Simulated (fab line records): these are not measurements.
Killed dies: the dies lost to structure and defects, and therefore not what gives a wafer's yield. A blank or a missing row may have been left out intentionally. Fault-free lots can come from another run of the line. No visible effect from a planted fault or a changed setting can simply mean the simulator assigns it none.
Chamber matching ; flow n5_finfet ; N5_BEOL_M9_DEP_56 on pecvd-03 has 3 sister chambers
The step deposits SiCN from 3MS/NH3, target thk 15 nm, time 26.5 s. 3 wafers are shown with their chamber, then 8 later ones without.

## WAFERS, EACH WITH ITS CHAMBER
wafer;chamber;showerhead_plenum_p_Torr (Torr)
L079.4;1;3.626
L081.5;0;3.666
L083.3;2;3.637

## WAFERS MISSING THEIR CHAMBER
wafer;showerhead_plenum_p_Torr (Torr)
L083.4;3.625
L083.5;3.635
L088.1;3.667
L088.2;3.642
L088.4;3.634
L093.3;3.643
L093.4;3.652
L093.6;3.633

## WHICH CHAMBER EACH ONE RAN IN
wafer;from the rows above;in truth
L083.4;can't be placed: 1 or 2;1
L083.5;can't be placed: 2 or 1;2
L088.1;0;0
L088.2;can't be placed: 2 or 1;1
L088.4;can't be placed: 2 or 1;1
L093.3;can't be placed: 2 or 1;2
L093.4;can't be placed: 0 or 2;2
L093.6;can't be placed: 2 or 1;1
1 of 8 placed correctly. Can't be placed from these rows: 7 (the true chamber is among the candidates in 7). 0 placed wrongly.
How it was worked out, from the rows above alone: a wafer's distance from a chamber is the root of the sum, over the readings, of the square of ((its reading less the chamber's mean) divided by the reading's scatter). If the next closest chamber is less than 2 further off than the closest, the wafer can't be placed; otherwise it belongs to the closest. For every chamber, the mean is computed from those of its wafers that are shown. The scatter (one wafer shown for each chamber): square how far every hidden wafer sits from the nearest shown wafer, average those squares and take the square root.
